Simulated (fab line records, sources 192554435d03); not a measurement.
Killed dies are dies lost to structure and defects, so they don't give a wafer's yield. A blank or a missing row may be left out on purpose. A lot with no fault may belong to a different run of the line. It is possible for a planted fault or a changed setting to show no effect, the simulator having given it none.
Lot-split experiment || flow n5-finfet || on a route of 1938 steps: 7 lots, 21 wafers read

ABOUT THE SPLIT
At N5_BEOL_M10_EXPOSE_08 (exposes mask M10), the setting dose-mj was moved away from the recipe's 53.75 on 4 of the 21 wafers read, by -4.0% to +5.8%. This setting was run at the recipe's value on the other wafers.

FROM THE SPLIT TO THE READING: what the file shows between them, 15 steps
- N5_BEOL_M10_PEB_09: peb time 60 s
- N5_BEOL_M10_DEVELOP_10: develop time 30 s
- N5_BEOL_M10_CD_MEAS_11: target cd 64.1 nm
- N5_BEOL_M10_DESCUM_16: chemistry O2, time 7.9 s
- N5_BEOL_M10_ETCH_61: etches SiARC in CF4, target depth 39 nm, time 65 s
- N5_BEOL_M10_ETCH_62: etches SOC in N2/H2, target depth 110 nm, overetch 22 nm, time 165 s
- N5_BEOL_M10_STRIP_68: strips in N2/H2
- N5_BEOL_M10_STRIP_67: strips in CF4
- N5_BEOL_M10_HM_OPEN_17: chemistry Cl2/BCl3, target TiN, target depth 20 nm, overetch 6 nm
- N5_BEOL_M10_STRIP_19: strips in O2
- N5_BEOL_M10_CD_MEAS_18: pitch 140 nm, target cd 70 nm
- N5_BEOL_M10_COAT_63: time 60 s, resist thk 100 nm
- N5_BEOL_M10_COAT_64: time 60 s, resist thk 30 nm
- N5_BEOL_M10_PRECLEAN_42: cleans in residue remover, time 60 s
- N5_BEOL_M10_SRD_43: time 30 s

THE READING
At N5_BEOL_M10_CD_MEAS_35: cd-nm in nanometres, against a target cd of 70 nm. Typical for fault-free wafers on this fab line: 70.2 nm, with standard deviation 0.71 nm.

{"wafer": "L077.2", "tool, chamber at the split": "arfi-scanner-01, 0", "dose-mj as run": 53.75, "against the recipe": "recipe", "cd-nm, nm": 69.8, "against lot-mates on the recipe": "-"}
{"wafer": "L077.3", "tool, chamber at the split": "arfi-scanner-01, 0", "dose-mj as run": 56.87, "against the recipe": "+5.8%", "cd-nm, nm": 72.6, "against lot-mates on the recipe": "+3.5"}
{"wafer": "L077.5", "tool, chamber at the split": "arfi-scanner-01, 0", "dose-mj as run": 53.75, "against the recipe": "recipe", "cd-nm, nm": 68.4, "against lot-mates on the recipe": "-"}
{"wafer": "L080.2", "tool, chamber at the split": "arfi-scanner-03, 0", "dose-mj as run": 53.75, "against the recipe": "recipe", "cd-nm, nm": 69.4, "against lot-mates on the recipe": "-"}
{"wafer": "L080.4", "tool, chamber at the split": "arfi-scanner-03, 0", "dose-mj as run": 51.61, "against the recipe": "-4.0%", "cd-nm, nm": 67.5, "against lot-mates on the recipe": -2.2}
{"wafer": "L080.6", "tool, chamber at the split": "arfi-scanner-03, 0", "dose-mj as run": 53.75, "against the recipe": "recipe", "cd-nm, nm": 69.9, "against lot-mates on the recipe": "-"}
{"wafer": "L083.3", "tool, chamber at the split": "arfi-scanner-02, 0", "dose-mj as run": 53.75, "against the recipe": "recipe", "cd-nm, nm": 70.2, "against lot-mates on the recipe": "-"}
{"wafer": "L083.5", "tool, chamber at the split": "arfi-scanner-02, 0", "dose-mj as run": 53.75, "against the recipe": "recipe", "cd-nm, nm": 70.8, "against lot-mates on the recipe": "-"}
{"wafer": "L083.6", "tool, chamber at the split": "arfi-scanner-02, 0", "dose-mj as run": 53.75, "against the recipe": "recipe", "cd-nm, nm": 70.7, "against lot-mates on the recipe": "-"}
{"wafer": "L090.1", "tool, chamber at the split": "arfi-scanner-03, 0", "dose-mj as run": 53.75, "against the recipe": "recipe", "cd-nm, nm": 69.3, "against lot-mates on the recipe": "-"}
{"wafer": "L090.3", "tool, chamber at the split": "arfi-scanner-03, 0", "dose-mj as run": 53.75, "against the recipe": "recipe", "cd-nm, nm": 70.2, "against lot-mates on the recipe": "-"}
{"wafer": "L090.6", "tool, chamber at the split": "arfi-scanner-03, 0", "dose-mj as run": 53.75, "against the recipe": "recipe", "cd-nm, nm": 69.9, "against lot-mates on the recipe": "-"}
{"wafer": "L095.1", "tool, chamber at the split": "arfi-scanner-03, 0", "dose-mj as run": 53.75, "against the recipe": "recipe", "cd-nm, nm": 68.9, "against lot-mates on the recipe": "-"}
{"wafer": "L095.2", "tool, chamber at the split": "arfi-scanner-03, 0", "dose-mj as run": 53.75, "against the recipe": "recipe", "cd-nm, nm": 70.2, "against lot-mates on the recipe": "-"}
{"wafer": "L095.5", "tool, chamber at the split": "arfi-scanner-03, 0", "dose-mj as run": 53.75, "against the recipe": "recipe", "cd-nm, nm": 69.9, "against lot-mates on the recipe": "-"}
{"wafer": "L096.2", "tool, chamber at the split": "arfi-scanner-01, 0", "dose-mj as run": 55.61, "against the recipe": "+3.5%", "cd-nm, nm": 72.9, "against lot-mates on the recipe": "+2.2"}
{"wafer": "L096.3", "tool, chamber at the split": "arfi-scanner-01, 0", "dose-mj as run": 53.75, "against the recipe": "recipe", "cd-nm, nm": 71.2, "against lot-mates on the recipe": "-"}
{"wafer": "L096.6", "tool, chamber at the split": "arfi-scanner-01, 0", "dose-mj as run": 53.75, "against the recipe": "recipe", "cd-nm, nm": 70.3, "against lot-mates on the recipe": "-"}
{"wafer": "L097.1", "tool, chamber at the split": "arfi-scanner-02, 0", "dose-mj as run": 53.75, "against the recipe": "recipe", "cd-nm, nm": 69.0, "against lot-mates on the recipe": "-"}
{"wafer": "L097.2", "tool, chamber at the split": "arfi-scanner-02, 0", "dose-mj as run": 56.35, "against the recipe": "+4.8%", "cd-nm, nm": 71.9, "against lot-mates on the recipe": "+2.5"}
{"wafer": "L097.3", "tool, chamber at the split": "arfi-scanner-02, 0", "dose-mj as run": 53.75, "against the recipe": "recipe", "cd-nm, nm": 69.8, "against lot-mates on the recipe": "-"}

FIT RESULTS
A straight line over all 21 wafers: cd-nm changes by +0.536 nm for each +1% of dose-mj; r = +0.83; the points scatter about the line by 0.73 nm.
The same after taking each lot's own level away (the mean of its wafers on the recipe; 21 wafers): +0.569 nm for each +1%; r = +0.94; scatter 0.43 nm.
On that fit, the largest move of dose-mj shifts the reading by 3.3 nm.
The span of the lots' own levels, 69.10 to 70.75 nm, comes to 2.3 times the standard deviation stated above.
So the lot-to-lot level changes the slope little: the two slopes agree.
Check: +3.19 nm against its lot-mates is what the line predicts for one of the wafers moved furthest among these (+5.8%) when that wafer is left out of the fit. Against them it came out at +3.5 nm.

THE WHOLE CHAIN: every reading that the file lists as answering this split, in the file's order
{"step": "N5_BEOL_M10_CD_MEAS_11", "what it does": "target cd 64.1 nm", "reading": "cd-nm", "change (the file's fit)": "+0.53 nm for each +1% of the setting", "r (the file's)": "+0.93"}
{"step": "N5_BEOL_M10_ETCH_61", "what it does": "etches SiARC in CF4, target depth 39 nm, time 65 s", "reading": "BEOL_M10.cd-offset-nm (the simulator's own value, which no gauge read)", "change (the file's fit)": "+0.575 nm for each +1% of the setting", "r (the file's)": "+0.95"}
{"step": "N5_BEOL_M10_ETCH_62", "what it does": "etches SOC in N2/H2, target depth 110 nm, overetch 22 nm, time 165 s", "reading": "BEOL_M10.cd-offset-nm (the simulator's own value, which no gauge read)", "change (the file's fit)": "+0.58 nm for each +1% of the setting", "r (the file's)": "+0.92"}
{"step": "N5_BEOL_M10_HM_OPEN_17", "what it does": "chemistry Cl2/BCl3, target TiN, target depth 20 nm, overetch 6 nm", "reading": "BEOL_M10.cd-offset-nm (the simulator's own value, which no gauge read)", "change (the file's fit)": "+0.564 nm for each +1% of the setting", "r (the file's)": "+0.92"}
{"step": "N5_BEOL_M10_CD_MEAS_18", "what it does": "pitch 140 nm, target cd 70 nm", "reading": "cd-nm", "change (the file's fit)": "+0.583 nm for each +1% of the setting", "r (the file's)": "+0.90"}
{"step": "N5_BEOL_M10_CD_MEAS_35", "what it does": "target cd 70 nm", "reading": "cd-nm", "change (the file's fit)": "+0.563 nm for each +1% of the setting", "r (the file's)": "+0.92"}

THE FILE'S OWN FIT
cd-nm changes by +0.563 nm for each +1% of dose-mj, r = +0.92.
